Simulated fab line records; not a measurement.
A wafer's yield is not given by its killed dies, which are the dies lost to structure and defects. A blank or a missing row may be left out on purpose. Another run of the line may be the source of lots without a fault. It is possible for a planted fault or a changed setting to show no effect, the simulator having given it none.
What tool caused it?	flow nandHarc	Sampling: 13 lots, 39 wafers, 5 of 1159 route steps

WHAT EACH GAUGE READ, for each wafer
NHARC_END_SORT_01. Usual: defectLimitedYield 95.7 %, standard deviation 1.5; killedAtArray 26, standard deviation 9.9; killedAtOther 0.8, standard deviation 1; killedAtPeriphery 2.8, standard deviation 2.2; killedDies 29, standard deviation 9.9; killedOpen 3.2, standard deviation 1.8; killedShort 2.1, standard deviation 1.4; sort_bin_2_pct 1.3 %, standard deviation 0.54; sort_bin_3_pct 0.23 %, standard deviation 0.2; sort_bin_4_pct 2.8 %, standard deviation 1; sortNPass 648, standard deviation 9.9; sortRimYieldPct 95 %, standard deviation 3.5; sortYieldPct 95.7 %, standard deviation 1.5.
lot	measured	on	defectLimitedYield (%)	killedAtArray	killedAtOther	killedAtPeriphery	killedDies	killedOpen	killedShort	sort_bin_2_pct (%)	sort_bin_3_pct (%)	sort_bin_4_pct (%)	sortNPass	sortRimYieldPct (%)	sortYieldPct (%)	flag
L750	day 20 16:10	prober-01	96.3 96.5 96.6	19 20 22	1 4 1	5 0 0	25 24 23	4 1 0	3 1 1	1.2 0.7 0.7	0.30 0 0.15	2.2 2.8 2.5	652 653 654	92 95 98	96.3 96.5 96.6	
L753	day 21 03:19	prober-02	95.1	31	2	0	33	3	1	1.8	0.30	2.8	644	93	95.1	
L756	day 22 01:08	prober-01	97.5 97.0 97.0	15 19 18	1 0 0	1 1 2	17 20 20	3 2 1	2 3 0	0.4 0.6 1.2	0.30 0.30 0.30	1.8 2.1 1.5	660 657 657	99 98 97	97.5 97.0 97.0	
L758	day 22 13:28	prober-02	95.1 94.8 95.7	26 26 23	0 1 1	7 8 5	33 35 29	4 8 4	2 1 1	1.3 1.2 1.0	0.30 0.30 0.44	3.2 3.7 2.8	644 642 648	97 93 93	95.1 94.8 95.7	
L762	day 22 23:43	prober-01	47.4 45.3 46.8	22 20 23	0 0 0	334 350 337	356 370 360	6 1 5	2 2 1	20.2 17.4 20.8	4.14 4.58 3.99	28.2 32.6 28.4	321 307 317	40 46 43	47.4 45.3 46.8	OFF
L763	day 23 12:43	prober-01	49.0 44.9 46.5	28 31 33	2 2 1	315 340 328	345 373 362	1 5 4	1 3 0	16.2 20.7 18.9	3.10 4.73 3.10	31.6 29.7 31.5	332 304 315	47 46 50	49.0 44.9 46.5	OFF

WHICH TOOL RAN EACH LOT (tool, then ch and the chambers of the sampled wafers, then the start)
lot	NHARC_P_M1_ECD_22	NHARC_A_M1_CMP_23	NHARC_A_BONDPAD_DEGAS_25	NHARC_A_BONDPAD_ANNEAL_28
L747	ecdCu-02 ch 0,1, day 6 17:34	cmp-04 ch 0,3, day 18 11:12	pvdSputter-02, day 18 14:57	rtpAnneal-01 ch 0, day 18 15:50
L749	ecdCu-01 ch 0,1, day 6 19:34	cmp-04 ch 0,2, day 18 09:04	pvdSputter-02, day 18 12:51	rtpAnneal-02 ch 0, day 18 13:39
L750	ecdCu-01 ch 0,1, day 7 11:03	cmp-02 ch 0,1,2, day 19 05:44	pvdSputter-02, day 19 09:09	rtpAnneal-01 ch 0, day 19 09:56
L752	ecdCu-01 ch 0,1, day 7 11:22	cmp-03 ch 0,3, day 19 15:34	pvdSputter-02, day 19 18:58	rtpAnneal-02 ch 0, day 19 19:44
L753	ecdCu-02 ch 0,1, day 7 18:23	cmp-02 ch 0,2, day 19 15:40	pvdSputter-03, day 19 19:09	rtpAnneal-01 ch 0, day 19 20:02
L755	ecdCu-01 ch 0,1, day 8 04:49	cmp-04 ch 0,3, day 20 01:48	pvdSputter-02, day 20 05:22	rtpAnneal-02 ch 0, day 20 06:11
L756	ecdCu-01 ch 0,1, day 8 18:52	cmp-02 ch 0,1,2, day 20 16:26	pvdSputter-01, day 20 19:56	rtpAnneal-01 ch 0, day 20 20:44
L758	ecdCu-02 ch 0,1, day 9 07:27	cmp-02 ch 0,2,3, day 21 01:08	pvdSputter-01, day 21 04:35	rtpAnneal-01 ch 0, day 21 05:19
L762	ecdCu-01 ch 1, day 10 00:43	cmp-04 ch 1,2,3, day 21 10:59	pvdSputter-03, day 21 14:37	rtpAnneal-01 ch 0, day 21 15:20
L763	ecdCu-01 ch 1, day 10 10:30	cmp-02 ch 1,2, day 22 02:16	pvdSputter-02, day 22 05:52	rtpAnneal-01 ch 0, day 22 06:38
L767	ecdCu-02 ch 0,1, day 11 06:49	cmp-03 ch 0,1,2, day 23 02:11	pvdSputter-01, day 23 05:34	rtpAnneal-01 ch 0, day 23 06:21
L769	ecdCu-02 ch 0,1, day 11 11:43	cmp-04 ch 1,2,3, day 22 21:40	pvdSputter-03, day 23 01:26	rtpAnneal-01 ch 0, day 23 02:09
L768	ecdCu-02 ch 0,1, day 11 12:46	cmp-03 ch 0,1,2, day 23 05:31	pvdSputter-01, day 23 09:10	rtpAnneal-02 ch 0, day 23 09:54
- NHARC_P_M1_ECD_22: material Cu, target thk 400 nm.
- NHARC_A_M1_CMP_23: polishes, t overpolish 20 s, target thk 154.34 nm.
- NHARC_A_BONDPAD_DEGAS_25: time 60 s.
- NHARC_A_BONDPAD_ANNEAL_28: time 90 s.

WHAT THE TOOLS THEMSELVES READ (means of the sampled wafers that have a number; where no wafer has one, the mark that the record gives instead)
NHARC_A_M1_CMP_23. Usual: motorCurrentA 12.6 A, standard deviation 1.1; padLifeWafers 292, standard deviation 170; retainingRingPressureFrac 1.000, standard deviation 0.0047; slurryFlowMlMin 150.0, standard deviation 0.43; timeToEndpointS 28.9 s, standard deviation 2.5.
lot	tool	motorCurrentA (A)	padLifeWafers	retainingRingPressureFrac	slurryFlowMlMin	timeToEndpointS (s)	flag
L747	cmp-04	11.2	108	1.003	149.9	32.2	
L749	cmp-04	12.3	97	1.004	150.2	30.8	
L750	cmp-02	12.6	74	0.997	150.3	26.4	
L752	cmp-03	12.6	523	0.997	150.0	27.7	
L753	cmp-02	12.5	110	0.995	150.0	26.1	
L755	cmp-04	11.5	314	1.003	150.2	27.6	
L756	cmp-02	12.3	260	1.004	150.0	30.5	
L758	cmp-02	12.4	313	0.999	149.8	30.3	
L762	cmp-04	13.1	481	0.996	149.9	28.7	
L763	cmp-02	12.5	476	0.999	150.2	33.5	
L767	cmp-03	12.6	500	1.000	149.5	24.0	
L769	cmp-04	12.9	145	1.001	150.0	27.5	
L768	cmp-03	12.4	536	1.002	149.8	25.2	

NHARC_A_BONDPAD_DEGAS_25. Usual: heaterPowerW reads 468 W (standard deviation 48).
lot	tool	heaterPowerW (W)	flag
L747	pvdSputter-02	453	
L749	pvdSputter-02	494	
L750	pvdSputter-02	433	
L752	pvdSputter-02	481	
L753	pvdSputter-03	473	
L755	pvdSputter-02	448	
L756	pvdSputter-01	462	
L758	pvdSputter-01	458	
L762	pvdSputter-03	481	
L763	pvdSputter-02	497	
L767	pvdSputter-01	459	
L769	pvdSputter-03	482	
L768	pvdSputter-01	494	

NHARC_A_BONDPAD_ANNEAL_28. Usual: wafer_temp_C_max reads 226.0 (standard deviation 0.41).
lot	tool	wafer_temp_C_max	flag
L747	rtpAnneal-01	225.7	
L749	rtpAnneal-02	226.3	
L750	rtpAnneal-01	225.8	
L752	rtpAnneal-02	226.4	
L753	rtpAnneal-01	225.8	
L755	rtpAnneal-02	226.3	
L756	rtpAnneal-01	225.9	
L758	rtpAnneal-01	225.7	
L762	rtpAnneal-01	225.6	
L763	rtpAnneal-01	225.7	
L767	rtpAnneal-01	225.6	
L769	rtpAnneal-01	225.7	
L768	rtpAnneal-02	226.6	

THE ANSWER, worked out from the rows above alone
Rule: lot off if the mean of its wafers having a number is beyond 3 standard deviations from the usual mean. Also off: a lot with no number at a reading for which 4 or more lots have one. All remaining lots with rows at the step are treated as sound. The gauges are gone through in route order, then the tools' own readings, and for those a lot's mean is taken as printed above. The first step at which some lot is off is used, and at that step the reading that is off furthest; a lot without a number counts as furthest.
Off: L762, L763 (NHARC_END_SORT_01, killedAtPeriphery). Neither off nor sound, because the step has no rows for them: L747, L749, L752, L755, L767, L769, L768.
A tool fits if, at a process step before that reading, it ran every lot that is off, and no sound lot after the first of them. The gauges at NHARC_END_SORT_01 are tried like those tools. Can't be told from this: 3 tools fit, ecdCu-01 at NHARC_P_M1_ECD_22, rtpAnneal-01 at NHARC_A_BONDPAD_ANNEAL_28, prober-01 at NHARC_END_SORT_01.

WHAT THE SIMULATOR HAD INSERTED
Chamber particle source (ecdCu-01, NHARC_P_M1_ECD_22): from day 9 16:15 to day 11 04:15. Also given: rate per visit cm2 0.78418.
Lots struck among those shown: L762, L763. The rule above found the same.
